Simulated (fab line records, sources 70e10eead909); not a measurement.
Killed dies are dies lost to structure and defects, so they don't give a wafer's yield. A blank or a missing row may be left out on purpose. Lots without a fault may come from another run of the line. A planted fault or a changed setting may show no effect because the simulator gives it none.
A struck lot beside a sound one | flow nand_harc | 15 steps out of a route of 1302
Sound: wafers L341.1, L341.2, L341.5. Struck: wafers L348.1, L348.2, L348.4. The cause comes at the end.
At each step with rows: each side's tool, then ch and its chambers, then its first start. Under that, the readings that differ: sound wafers | struck wafers | difference of the means | sigmas: that difference in standard deviations of wafers without a fault.
alike: readings whose means differ by less than 2 such deviations, and words and numbers that are the same on both sides. not compared: withheld readings, readings that some wafer has no value for, bounds like >300 that may hide the same value, and numbers for which the record gives no deviation and whose values overlap.
The two part at a step that has a row with sigmas, a row that says differs or no value, or rows on one side only. Numbers that don't overlap but have no deviation are shown without sigmas and don't part them. A reading that every wafer of one side lacks parts them only if that side has two wafers or more.

first, 2 steps without rows for these wafers: NHARC_A_CONTACT_STRIP_100 (strips in CF4/CHF3); NHARC_A_CONTACT_STRIP_101 (strips in O2/COS).
NHARC_A_CONTACT_ETCH_102: etches the open film in CF4/O2, target depth 100 nm, overetch 10 nm, time 55 s.
  sound on rie_diel-03 ch 1,2, day 22 03:25; struck on rie_diel-10 ch 0,1,2, day 25 12:35
  alike: cf4_flow_sccm, drypump_motor_current_A, oes_o_777_au, oes_product_au, rf_vpp_V, showerhead_plenum_p_Torr, throttle_valve_pct
  not compared: rf_hours_counter_h
NHARC_A_CONTACT_STRIP_55: strips in O2.
  sound on rie_diel-03 ch 1,2,3; struck on rie_diel-10 ch 0,2,3
  alike: drypump_motor_current_A, oes_product_au, rf_vpp_V, showerhead_plenum_p_Torr, throttle_valve_pct
  not compared: rf_hours_counter_h
then, 1 step without rows for these wafers: NHARC_A_CONTACT_STRIP_56 (strips in post etch residue remover, time 600 s).
NHARC_A_CONTACT_DEP_57: deposits aC, target thk 5300 nm.
  sound on acl_dep-02 ch 0, day 22 04:05; struck on acl_dep-01 ch 0, day 25 15:30
  reading              | sound                | struck | difference                    | sigmas
  susceptor_temp_C (C) | 399.86 399.60 399.54 | - - -  | no value on the struck wafers |
  alike: throttle_valve_pct
NHARC_A_CONTACT_DEP_58: deposits SiON, target thk 90 nm.
  sound on pecvd-02 ch 0,2, day 22 07:29; struck on pecvd-01 ch 1,2, day 25 18:44
  alike: heater_power_w, susceptor_temp_C
then, 5 steps without rows for these wafers: NHARC_A_CONTACT_DEHYDRATE_59 (time 120 s); NHARC_A_CONTACT_HMDS_60 (time 30 s); NHARC_A_CONTACT_COAT_61 (time 75 s); NHARC_A_CONTACT_COAT_62 (time 65 s); NHARC_A_CONTACT_COAT_63 (resist thk 90 nm).
NHARC_A_CONTACT_SOFTBAKE_64: time 55 s.
  sound on litho_track-06 ch 0, day 22 07:00; struck on litho_track-04 ch 0, day 25 18:00
  reading                  | sound                | struck               | difference | sigmas
  heater_power_total_W (W) | 188.80 188.44 188.70 | 222.68 223.11 222.52 | +34.12     | +99 or more
then, 1 step without rows for these wafers: NHARC_A_CONTACT_EBR_65.
-- the record jumps here: 3 days lie between the struck wafers' starts before and after (it left off in module A_CONTACT and takes up again in module END, whose first step shown is number 1302 of the route) --
NHARC_END_SORT_01:
  the record has rows for the struck wafers here (prober-01 ch 0, day 28 07:14) and none for the sound ones

WHERE THEY PART
First at NHARC_A_CONTACT_DEP_57; last, within this record, at NHARC_END_SORT_01.

WHY: what the simulator had put in
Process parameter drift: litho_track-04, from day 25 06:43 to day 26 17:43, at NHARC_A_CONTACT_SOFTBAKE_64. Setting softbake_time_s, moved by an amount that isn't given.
